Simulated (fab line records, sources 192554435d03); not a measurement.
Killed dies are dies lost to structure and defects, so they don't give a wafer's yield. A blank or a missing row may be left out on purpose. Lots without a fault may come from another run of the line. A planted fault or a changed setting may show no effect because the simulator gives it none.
Split-lot experiment | flow n5_finfet | 7 lots, 21 wafers read, on a route of 1938 steps

THE SPLIT
At N5_FIN_SAQP_FIN_ETCH_36 (etches the open film in HBr/Cl2/O2, target depth 120 nm, time 50.4 s), the setting icp_w was moved away from the recipe's 800 W on 6 of the 21 wafers read, by -12.8% to +4.9%. The other wafers ran this setting at the recipe's value.

FROM THE SPLIT TO THE READING: what the file shows between them, 3 steps
- N5_FIN_SAQP_PRECLEAN_38: cleans in O3/DIW, time 45 s
- N5_FIN_SAQP_PRECLEAN_45: cleans in dHF, time 10 s
- N5_FIN_SAQP_SRD_39: time 30 s

THE READING
trench_depth_nm, in nm, at N5_FIN_SAQP_OCD_MEAS_76. Fault-free wafers of this fab line usually give 120.0 nm, standard deviation 1.7 nm.

wafer  | tool, chamber at the split | icp_w as run, W | against the recipe | trench_depth_nm, nm | against lot-mates on the recipe
L075.1 | rie_si-06, 3               | 800             | recipe             | 120.3               | -
L075.3 | rie_si-06, 2               | 743.7           | -7.0%              | 112.7               | -7.2
L075.6 | rie_si-06, 1               | 800             | recipe             | 119.5               | -
L080.2 | rie_si-06, 2               | 800             | recipe             | 118.9               | -
L080.4 | rie_si-06, 0               | 800             | recipe             | 122.8               | -
L080.6 | rie_si-06, 3               | 800             | recipe             | 121.6               | -
L082.2 | rie_si-05, 2               | 800             | recipe             | 117.6               | -
L082.4 | rie_si-05, 0               | 800             | recipe             | 117.1               | -
L082.6 | rie_si-05, 3               | 800             | recipe             | 120.7               | -
L091.3 | rie_si-01, 0,2             | 800             | recipe             | 120.7               | -
L091.4 | rie_si-01, 0,2             | 800             | recipe             | 120.7               | -
L091.5 | rie_si-01, 2               | 728.2           | -9.0%              | 113.1               | -7.6
L094.2 | rie_si-05, 2               | 697.4           | -12.8%             | 112.7               | -7.6
L094.3 | rie_si-05, 0               | 697.4           | -12.8%             | 111.4               | -8.9
L094.4 | rie_si-05, 3               | 800             | recipe             | 120.3               | -
L096.1 | rie_si-01, 1,0             | 800             | recipe             | 120.9               | -
L096.2 | rie_si-01, 3               | 800             | recipe             | 118.6               | -
L096.3 | rie_si-01, 1,0             | 800             | recipe             | 120.5               | -
L097.1 | rie_si-01, 3               | 839.2           | +4.9%              | 123.9               | +5.0
L097.3 | rie_si-01, 2               | 800             | recipe             | 118.9               | -
L097.6 | rie_si-01, 1               | 839.2           | +4.9%              | 124.8               | +5.9
Where a row lists several chambers, the file gives one row for several wafers and doesn't say which wafer went through which chamber.

THE FIT
A straight line over all 21 wafers: trench_depth_nm changes by +0.711 nm for each +1% of icp_w; r = +0.92; the points scatter about the line by 1.5 nm.
The same after taking each lot's own level away (the mean of its wafers on the recipe; 21 wafers): +0.769 nm for each +1%; r = +0.94; scatter 1.3 nm.
On that fit, the largest move of icp_w shifts the reading by 9.9 nm.
The lots' own levels span 118.47 to 121.10 nm, that is 1.5 times the standard deviation above.
So the lot-to-lot level changes the slope little: the two slopes agree.
Check: with one of the wafers moved furthest among these (-12.8%) left out of the fit, the line predicts -10.7 nm for it against its lot-mates. It came out at -7.6 nm against them.

OTHER SPLITS ON THESE WAFERS
These wafers also went through other splits before the reading. Each is held against what the fit with the lots' levels taken away leaves over:
other split on the same wafers            | wafers away from the commonest value | r with trench_depth_nm (lot level and that fit taken away)
N5_PMOS_HMC_CHANNEL_EPI_EXPOSE_06 dose_mj | 5                                    | +0.21
N5_PMOS_HMC_CHANNEL_EPI_PEB_07 peb_temp_c | 5                                    | +0.33
N5_FIN_SAQP_ETCH_52 source_w              | 6                                    | +0.24

THE WHOLE CHAIN: every reading that the file lists as answering this split, in the file's order
step                    | what it does                                                         | reading                                                                    | change (the file's fit)               | r (the file's)
N5_FIN_SAQP_FIN_ETCH_36 | etches the open film in HBr/Cl2/O2, target depth 120 nm, time 50.4 s | etch.depth_nm (the simulator's own value, which no gauge read)             | +0.775 nm for each +1% of the setting | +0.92
N5_FIN_SAQP_FIN_ETCH_36 | etches the open film in HBr/Cl2/O2, target depth 120 nm, time 50.4 s | FIN_SAQP.feature_depth_nm (the simulator's own value, which no gauge read) | +0.772 nm for each +1% of the setting | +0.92
N5_FIN_SAQP_OCD_MEAS_76 |                                                                      | trench_depth_nm                                                            | +0.791 nm for each +1% of the setting | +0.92

THE FILE'S OWN FIT
trench_depth_nm changes by +0.791 nm for each +1% of icp_w, r = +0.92.
